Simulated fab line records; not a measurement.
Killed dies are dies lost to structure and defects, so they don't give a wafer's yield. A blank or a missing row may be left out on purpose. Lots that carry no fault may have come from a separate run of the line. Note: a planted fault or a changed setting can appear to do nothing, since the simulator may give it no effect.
Which of the tools did it? | flow nand_harc | 12 lots with 36 wafers sampled at 5 steps, on a route of 1302 steps

WHAT THE GAUGES READ, wafer by wafer
NHARC_A_CONTACT_CD_MEAS_69: the cd target is 300 nm.
lot  | measured     | on        | cd_nm (nm)
L074 | day 22 02:53 | cd_sem-03 | 299.4 299.3 299.0
L077 | day 23 00:56 | cd_sem-03 | 299.1 299.8 299.1
L079 | day 23 18:04 | cd_sem-01 | 298.5 299.3 300.2
L081 | day 24 06:05 | cd_sem-01 | 300.0 300.6 299.9
L083 | day 25 17:53 | cd_sem-03 | 297.9 298.4 299.6
L086 | day 26 08:41 | cd_sem-02 | 299.0 300.0 300.0
L087 | day 27 15:06 | cd_sem-01 | 299.1 298.9 300.0
L089 | day 29 02:04 | cd_sem-01 | 299.6 299.6 299.8
L091 | day 29 18:38 | cd_sem-02 | 298.2 299.5 298.7
L092 | day 29 22:50 | cd_sem-03 | 300.2 299.4 298.8
L096 | day 30 20:39 | cd_sem-03 | 300.5 300.2 299.8
L095 | day 31 05:52 | cd_sem-01 | 299.8 300.6 300.0

WHICH TOOL RAN EACH LOT (tool, then ch and the chambers of the sampled wafers, then the start)
lot  | NHARC_A_CONTACT_ETCH_119             | NHARC_A_CONTACT_ETCH_120             | NHARC_A_CONTACT_ETCH_96                       | NHARC_A_CONTACT_STRIP_55
L074 | har_cap_etch-02 ch 0,1, day 21 20:02 | har_cap_etch-02 ch 0,1, day 21 20:13 | rie_diel-03 ch 0,2,3, day 22 02:53 or earlier | rie_diel-13 ch 1,3, day 22 02:53 or earlier
L077 | har_cap_etch-03 ch 0,1, day 22 17:31 | har_cap_etch-03 ch 0,1, day 22 17:41 | rie_diel-03 ch 0,1,2, day 23 00:56 or earlier | rie_diel-02 ch 0,1,2, day 23 00:56 or earlier
L079 | har_cap_etch-02 ch 0,1, day 23 08:45 | har_cap_etch-02 ch 0,1, day 23 08:55 | rie_diel-03 ch 0,1,2, day 23 18:04 or earlier | rie_diel-02 ch 0,1,2, day 23 18:04 or earlier
L081 | har_cap_etch-02 ch 0,1, day 23 22:48 | har_cap_etch-02 ch 0,1, day 23 22:58 | rie_diel-02 ch 0,2,3, day 24 06:05 or earlier | rie_diel-02 ch 2,3, day 24 06:05 or earlier
L083 | har_cap_etch-01 ch 0, day 25 09:47   | har_cap_etch-01 ch 0, day 25 09:57   | rie_diel-03 ch 0,3, day 25 17:53 or earlier   | rie_diel-13 ch 0,2,3, day 25 17:53 or earlier
L086 | har_cap_etch-02 ch 0,1, day 26 01:17 | har_cap_etch-02 ch 0,1, day 26 01:28 | rie_diel-13 ch 1,2,3, day 26 08:41 or earlier | rie_diel-13 ch 0,1,3, day 26 08:41 or earlier
L087 | har_cap_etch-02 ch 0,1, day 27 08:14 | har_cap_etch-02 ch 0,1, day 27 08:24 | rie_diel-02 ch 0,1,3, day 27 15:06 or earlier | rie_diel-02 ch 1,2,3, day 27 15:06 or earlier
L089 | har_cap_etch-02 ch 0,1, day 28 18:31 | har_cap_etch-02 ch 0,1, day 28 18:41 | rie_diel-02 ch 0,3, day 29 02:04 or earlier   | rie_diel-13 ch 0,1,2, day 29 02:04 or earlier
L091 | har_cap_etch-01 ch 0,1, day 29 09:11 | har_cap_etch-01 ch 0,1, day 29 09:22 | rie_diel-02 ch 0,3, day 29 18:38 or earlier   | rie_diel-03 ch 1,2,3, day 29 18:38 or earlier
L092 | har_cap_etch-02 ch 0,1, day 29 14:56 | har_cap_etch-02 ch 0,1, day 29 15:06 | rie_diel-03 ch 0,1,3, day 29 22:50 or earlier | rie_diel-13 ch 1,2,3, day 29 22:50 or earlier
L096 | har_cap_etch-02 ch 1, day 30 13:58   | har_cap_etch-02 ch 1, day 30 14:08   | rie_diel-02 ch 0,1,2, day 30 20:39 or earlier | rie_diel-02 ch 0,1,2, day 30 20:39 or earlier
L095 | har_cap_etch-02 ch 0,1, day 30 18:32 | har_cap_etch-02 ch 0,1, day 30 18:43 | rie_diel-02 ch 1,3, day 31 05:52 or earlier   | rie_diel-03 ch 0,1,3, day 31 05:52 or earlier
- NHARC_A_CONTACT_ETCH_119: etches the open film in C4F8/O2/Ar, time 190 s, target depth 1850 nm.
- NHARC_A_CONTACT_ETCH_120: etches the open film in C4F8/O2/Ar, time 190 s, target depth 1850 nm.
- NHARC_A_CONTACT_ETCH_96: etches the open film in C4F6/O2, target depth 20 nm, time 10 s.
- NHARC_A_CONTACT_STRIP_55: strips in O2.

THE ANSWER, worked out from the rows above alone
Rule: usual is defined by the lots themselves. The widest of any qualifying gaps counts: lots, ordered by their means at a reading, are off when they make up no more than a third of the lots, leave a main group of 4 or more, and stand apart from it by 3 or more times the standard deviation of that group's means. A main group is skipped when, at the precision printed for the reading in the tables above, its means are all equal. A lot without any number at a reading at which 4 lots or more have one is off too. The other lots that the step has rows for count as sound.
No lot is off at any reading shown: from this, nothing can be told.

WHAT HAD BEEN PUT IN BY THE SIMULATOR
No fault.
